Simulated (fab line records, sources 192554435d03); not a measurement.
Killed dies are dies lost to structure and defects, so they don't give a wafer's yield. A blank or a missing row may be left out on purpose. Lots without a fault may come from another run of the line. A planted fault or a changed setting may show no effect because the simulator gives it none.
Chamber matching | flow n5_finfet | N5_BEOL_M2_VIA_ETCH_34 on rie_diel-01: 4 sister chambers
The step etches the open film in C4F6/O2, target depth 69.4 nm, time 65.9 s. 18 wafers are shown with their chamber, then 9 later ones without.

WAFERS WITH THEIR CHAMBER
wafer  | chamber | showerhead_plenum_p_Torr (Torr) | rf_vpp_V (V) | throttle_valve_pct (%)
L081.4 | 0       | 2.94                            | 695          | 30.5
L081.5 | 1       | 2.82                            | 674          | 30.7
L081.6 | 2       | 2.76                            | 611          | 30.5
L082.1 | 1       | 2.82                            | 673          | 30.7
L082.5 | 0       | 2.94                            | 694          | 30.5
L082.6 | 3       | 2.93                            | 689          | 31.5
L084.1 | 2       | 2.75                            | 610          | 30.4
L084.2 | 1       | 2.82                            | 674          | 30.7
L084.3 | 3       | 2.93                            | 688          | 31.5
L084.4 | 0       | 2.94                            | 696          | 30.5
L084.5 | 3       | 2.93                            | 690          | 31.5
L084.6 | 0       | 2.94                            | 696          | 30.5
L085.1 | 0       | 2.94                            | 696          | 30.5
L085.3 | 3       | 2.93                            | 690          | 31.5
L085.5 | 0       | 2.94                            | 697          | 30.5
L089.1 | 3       | 2.93                            | 689          | 31.5
L089.2 | 1       | 2.82                            | 673          | 30.7
L089.6 | 2       | 2.75                            | 610          | 30.5

SIGNATURES (means of the wafers above)
reading                  | chamber 0 | chamber 1 | chamber 2 | chamber 3 | scatter within a chamber
showerhead_plenum_p_Torr | 2.9400    | 2.8200    | 2.7533    | 2.9300    | 0.00218
rf_vpp_V                 | 695.67    | 673.50    | 610.33    | 689.20    | 0.837
throttle_valve_pct       | 30.500    | 30.700    | 30.467    | 31.500    | 0.0218
Rule: a wafer's distance from a chamber is the root of the sum, over the readings, of the square of ((its reading less the chamber's mean) divided by the reading's scatter). The wafer belongs to the nearest chamber; if the next one is less than 2 further off, it can't be placed. The scatter: the root of (the sum of the squares of (reading less its chamber's mean) over the shown wafers, divided by (wafers less chambers)).

WAFERS WITHOUT THEIR CHAMBER
wafer  | showerhead_plenum_p_Torr (Torr) | rf_vpp_V (V) | throttle_valve_pct (%)
L092.1 | 2.92                            | 689          | 31.5
L092.3 | 2.75                            | 610          | 30.5
L092.4 | 2.81                            | 673          | 30.7
L094.2 | 2.93                            | 694          | 30.5
L094.4 | 2.81                            | 673          | 30.7
L094.6 | 2.81                            | 674          | 30.7
L096.1 | 2.74                            | 611          | 30.5
L096.5 | 2.92                            | 696          | 30.5
L096.6 | 2.92                            | 689          | 31.5

WHICH CHAMBER EACH WENT THROUGH
wafer  | from the rows above | in truth
L092.1 | 3                   | 3
L092.3 | 2                   | 2
L092.4 | 1                   | 1
L094.2 | 0                   | 0
L094.4 | 1                   | 1
L094.6 | 1                   | 1
L096.1 | 2                   | 2
L096.5 | 0                   | 0
L096.6 | 3                   | 3
Placed correctly: 9 of 9. Can't be placed from these rows: 0. Placed wrongly: 0.
